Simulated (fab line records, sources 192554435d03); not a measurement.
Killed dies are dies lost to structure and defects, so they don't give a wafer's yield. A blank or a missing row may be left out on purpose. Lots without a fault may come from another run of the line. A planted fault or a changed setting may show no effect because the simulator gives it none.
A struck lot beside a sound one | flow n5_finfet | 40 steps out of a route of 1938
Sound: wafers L168.3, L168.5, L168.6. Struck: wafers L167.1, L167.4, L167.5. The cause comes at the end.
At each step with rows: each side's tool, then ch and its chambers, then its first start. Under that, the readings that differ: sound wafers | struck wafers | difference of the means | sigmas: that difference in standard deviations of wafers without a fault.
alike: readings whose means differ by less than 2 such deviations, and words and numbers that are the same on both sides. not compared: withheld readings, readings that some wafer has no value for, bounds like >300 that may hide the same value, and numbers for which the record gives no deviation and whose values overlap.
The two part at a step that has a row with sigmas, a row that says differs or no value, or rows on one side only. Numbers that don't overlap but have no deviation are shown without sigmas and don't part them. A reading that every wafer of one side lacks parts them only if that side has two wafers or more.

first, 9 steps without rows for these wafers: N5_BEOL_M0_SAQP_DEVELOP_13 (develop time 30 s); N5_BEOL_M0_SAQP_DESCUM_19 (chemistry O2, time 7.9 s); N5_BEOL_M0_SAQP_ETCH_83 (etches SiARC in CF4, target depth 39 nm, time 65 s); N5_BEOL_M0_SAQP_ETCH_84 (etches SOC in N2/H2, target depth 100 nm, overetch 20 nm, time 150 s); N5_BEOL_M0_SAQP_STRIP_80 (strips in N2/H2); N5_BEOL_M0_SAQP_HM_OPEN_112 (chemistry CHF3/O2, target SiO2, stops on a-Si, target depth 12 nm, time 13.5 s); N5_BEOL_M0_SAQP_STRIP_113 (strips in CHF3/O2); N5_BEOL_M0_SAQP_MANDREL_ETCH_20 (etches a-Si in HBr/Cl2, stops on SiNx, target depth 60 nm, bt time 10 s, time 30 s); N5_BEOL_M0_SAQP_STRIP_86 (strips in N2/H2).
N5_BEOL_M0_SAQP_STRIP_115: strips in post etch residue remover, time 60 s.
  sound on wet_bench-04 ch 4,6,7, day 10 21:59; struck on wet_bench-01 ch 4,6,7, day 10 15:21
then, 26 steps without rows for these wafers: N5_BEOL_M0_SAQP_SRD_93 (time 30 s); N5_BEOL_M0_SAQP_RECESS_114 (chemistry HF/NH3, target SiO2, target depth 14.4 nm, afs cycles 3, sublimation time 60 s); N5_BEOL_M0_SAQP_SPACER1_ALD_98 (deposits SiO2, target thk 12.8 nm, pulse time 1 s, purge time 2 s); N5_BEOL_M0_SAQP_SPACER1_ETCHBACK_99 (etches SiO2 in CHF3/O2, target depth 15.4 nm, time 7.7 s); N5_BEOL_M0_SAQP_MANDREL1_REMOVE_100 (chemistry HBr/Cl2/O2, target a-Si, stops on SiNx, bt time 10 s); N5_BEOL_M0_SAQP_ETCH_101 (etches SiNx in CH3F/O2, target depth 29.9 nm, time 42.7 s); N5_BEOL_M0_SAQP_ETCH_102 (etches SiO2 in CF4, target depth 4 nm, time 4.4 s); N5_BEOL_M0_SAQP_MANDREL_ETCH_103 (etches a-Si in HBr/Cl2, stops on SiCN, target depth 45 nm, bt time 10 s, time 27 s); N5_BEOL_M0_SAQP_RECESS_104 (chemistry HF/NH3, target SiO2, target depth 18 nm, afs cycles 3, sublimation time 60 s); N5_BEOL_M0_SAQP_COAT_105 (time 60 s, resist thk 100 nm); N5_BEOL_M0_SAQP_ETCH_106 (etches SOC in N2/H2, stops on SiNx, target depth 150 nm); N5_BEOL_M0_SAQP_ETCH_107 (etches SiNx in CH3F/O2, target depth 30 nm); N5_BEOL_M0_SAQP_STRIP_108 (strips in N2/H2); N5_BEOL_M0_SAQP_RECESS_109 (chemistry HF/NH3, target SiO2, target depth 3 nm, afs cycles 1, sublimation time 60 s); N5_BEOL_M0_SAQP_SPACER2_ALD_26 (deposits SiO2, target thk 15 nm, pulse time 1 s, purge time 2 s); N5_BEOL_M0_SAQP_SPACER2_ETCHBACK_27 (etches SiO2 in CHF3/O2, target depth 22.5 nm, time 11.25 s); N5_BEOL_M0_SAQP_MANDREL2_REMOVE_110 (chemistry HBr/Cl2/O2, target a-Si, stops on SiCN, bt time 10 s); N5_BEOL_M0_SAQP_COAT_69 (time 60 s, resist thk 90 nm); N5_BEOL_M0_SAQP_COAT_72 (time 60 s, resist thk 15 nm); N5_BEOL_M0_SAQP_COAT_87 (time 60 s, resist thk 5 nm); N5_BEOL_M0_SAQP_COAT_34 (resist thk 30 nm); N5_BEOL_M0_SAQP_EBR_36; N5_BEOL_M0_SAQP_SOFTBAKE_35 (time 60 s); N5_BEOL_M0_SAQP_EXPOSE_37 (exposes mask M0 CUT1, target cd 30 nm); N5_BEOL_M0_SAQP_PEB_38 (peb time 60 s); N5_BEOL_M0_SAQP_DEVELOP_39 (develop time 30 s).
N5_BEOL_M0_SAQP_INSPECT_42: inspects for defects (brightfield).
  sound on defect_inspect-01, day 11 01:26; struck on defect_inspect-01, day 10 19:46
  reading          | sound       | struck      | difference | sigmas
  raw_defect_count | 224 229 379 | 636 554 654 | +337       | +4
N5_BEOL_M0_CUTY_INSPECT_59: inspects for defects (macro).
  sound on defect_inspect-02, day 11 02:59; struck on defect_inspect-01, day 10 21:14
  reading          | sound | struck         | difference | sigmas
  raw_defect_count | 2 0 3 | >300 >300 >300 | differs    |
-- the record jumps here: 4 days lie between the struck wafers' starts before and after (it left off in module BEOL_M0_CUTY and takes up again in module BEOL_M4, whose first step shown is number 1111 of the route) --
N5_BEOL_M4_RC_MEAS_101:
  sound on prober-02 ch 0, day 14 22:01; struck on prober-02 ch 0, day 14 13:49
  reading        | sound          | struck         | difference | sigmas
  DIBL_N (mV/V)  | 31.3 30.9 33.4 | 39.4 37.2 36.8 | +5.9       | +3
  DIBL_P (mV/V)  | 31.4 31.4 34.2 | 40.4 36.9 36.4 | +5.6       | +3
  IOFF_N (nA/um) | 0.09 0.09 0.12 | 0.24 0.18 0.17 | +0.10      | +3
  IOFF_P (nA/um) | 0.12 0.12 0.14 | 0.31 0.23 0.22 | +0.13      | +4
  ION_N (uA/um)  | 643 644 659    | 692 681 673    | +33        | +3
  ION_P (uA/um)  | 437 437 441    | 473 465 456    | +26        | +4
  VT_N (mV)      | 258 260 257    | 244 248 248    | -12        | -3
  VT_P (mV)      | -261 -263 -262 | -243 -248 -249 | +15        | +5
  alike: SS_N, SS_P
-- the record jumps here: 5 days lie between the struck wafers' starts before and after (it left off in module BEOL_M4 and takes up again in module PASSIVATION, whose first step shown is number 1936 of the route) --
N5_PASSIVATION_PROBE_49:
  sound on prober-01, day 19 22:23; struck on prober-01, day 19 18:17
  reading                  | sound          | struck         | difference | sigmas
  defect_limited_yield (%) | 92.5 92.9 91.2 | 82.7 85.8 85.5 | -7.5       | -5
  killed_at_M0_to_M3       | 29 32 24       | 141 110 111    | +92        | +9
  killed_dies              | 89 84 104      | 204 168 171    | +89        | +5
  killed_on_rim            | 9 7 14         | 11 25 30       | +12        | +3
  sort_bin_5_function (%)  | 4.7 4.3 5.2    | 10.4 8.9 9.4   | +4.8       | +5
  sort_bin_8_speed (%)     | 0.51 1.36 0.17 | 0 0 0          | -1         | -6
  sort_n_pass              | 1085 1080 1074 | 976 1012 1009  | -81        | -5
  sort_yield_pct (%)       | 91.9 91.5 91.0 | 82.7 85.8 85.5 | -6.8       | -5
  alike: killed_at_M4_up, killed_at_contacts, killed_at_front_end, killed_at_other, killed_open, killed_short, sort_bin_4_leakage, sort_bin_6_memory

WHERE THEY PART
First at N5_BEOL_M0_SAQP_INSPECT_42; last, within this record, at N5_PASSIVATION_PROBE_49.

WHY: what the simulator had put in
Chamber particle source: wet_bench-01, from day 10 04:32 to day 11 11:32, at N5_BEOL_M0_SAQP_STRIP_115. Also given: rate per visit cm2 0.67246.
